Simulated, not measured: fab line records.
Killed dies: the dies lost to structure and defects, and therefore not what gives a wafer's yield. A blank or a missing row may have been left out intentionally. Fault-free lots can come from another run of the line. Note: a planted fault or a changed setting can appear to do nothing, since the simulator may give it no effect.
Chamber matching + flow n5_finfet + 4 sister chambers for N5_BEOL_M7_ALD_77 on ald_metal-02
The step deposits TaN, target thk 2 nm, pulse time 2 s, purge time 3 s. 27 wafers are shown with their chamber, then 12 later ones without.

== WAFERS, EACH WITH ITS CHAMBER ==
| wafer  | chamber | heater_power_w (W) | susceptor_temp_C (C) |
|--------|---------|--------------------|----------------------|
| L078.2 | 1       | 371                | 274.57               |
| L078.4 | 2       | 381                | 275.17               |
| L078.6 | 3       | 398                | 274.62               |
| L080.1 | 1       | 374                | 274.97               |
| L080.3 | 2       | 380                | 274.97               |
| L080.5 | 1       | 367                | 274.77               |
| L079.2 | 2       | 388                | 274.88               |
| L079.3 | 3       | 394                | 275.23               |
| L079.5 | 1       | 383                | 275.07               |
| L081.1 | 3       | 389                | 274.96               |
| L081.2 | 2       | 386                | 274.73               |
| L081.6 | 0       | 406                | 275.04               |
| L085.2 | 2       | 383                | 274.95               |
| L085.5 | 0       | 388                | 274.96               |
| L085.6 | 1       | 370                | 275.24               |
| L084.2 | 1       | 373                | 275.04               |
| L084.5 | 2       | 391                | 275.02               |
| L084.6 | 3       | 406                | 275.14               |
| L087.2 | 3       | 398                | 275.25               |
| L087.3 | 2       | 381                | 274.66               |
| L087.6 | 1       | 384                | 274.94               |
| L086.1 | 1       | 374                | 275.11               |
| L086.3 | 0       | 402                | 274.63               |
| L086.5 | 2       | 379                | 274.85               |
| L092.3 | 2       | 379                | 274.88               |
| L092.5 | 2       | 380                | 275.23               |
| L092.6 | 3       | 403                | 274.90               |

SIGNATURES (averages over the wafers above)
| reading          | chamber 0 | chamber 1 | chamber 2 | chamber 3 | scatter within a chamber |
|------------------|-----------|-----------|-----------|-----------|--------------------------|
| heater_power_w   | 398.67    | 374.50    | 382.80    | 398.00    | 5.8                      |
| susceptor_temp_C | 274.8767  | 274.9638  | 274.9340  | 275.0167  | 0.206                    |
Rule: a wafer's distance from a chamber is the root of the sum, over the readings, of the square of ((its reading less the chamber's mean) divided by the reading's scatter). If the next closest chamber is less than 2 further off than the closest, the wafer can't be placed; otherwise it belongs to the closest. How the scatter is found: for the shown wafers, subtract from each reading the mean of its chamber, square and add these, divide the total by (wafers less chambers), then take the root.

== WAFERS MISSING THEIR CHAMBER ==
| wafer  | heater_power_w (W) | susceptor_temp_C (C) |
|--------|--------------------|----------------------|
| L093.2 | 395                | 274.92               |
| L093.3 | 379                | 274.94               |
| L093.4 | 386                | 275.05               |
| L095.2 | 382                | 275.12               |
| L095.5 | 372                | 275.15               |
| L095.6 | 383                | 274.87               |
| L094.3 | 375                | 275.00               |
| L094.5 | 376                | 275.02               |
| L094.6 | 384                | 274.89               |
| L096.1 | 405                | 274.85               |
| L096.2 | 394                | 275.05               |
| L096.5 | 371                | 274.81               |

== WHICH CHAMBER EACH ONE RAN IN ==
| wafer  | from the rows above               | in truth |
|--------|-----------------------------------|----------|
| L093.2 | can't be placed: 0 or 3 or 2      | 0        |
| L093.3 | can't be placed: 2 or 1           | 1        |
| L093.4 | can't be placed: 2 or 1 or 3 or 0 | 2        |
| L095.2 | can't be placed: 2 or 1 or 3      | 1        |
| L095.5 | can't be placed: 1 or 2           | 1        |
| L095.6 | can't be placed: 2 or 1           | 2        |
| L094.3 | can't be placed: 1 or 2           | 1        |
| L094.5 | can't be placed: 1 or 2           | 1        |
| L094.6 | can't be placed: 2 or 1           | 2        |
| L096.1 | can't be placed: 0 or 3           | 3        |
| L096.2 | can't be placed: 3 or 0 or 2      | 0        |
| L096.5 | can't be placed: 1 or 2           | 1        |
Correct placement for 0 of the 12. From these rows, 12 cannot be placed; in 12 the true chamber is one of the candidates. Wrongly placed: 0.
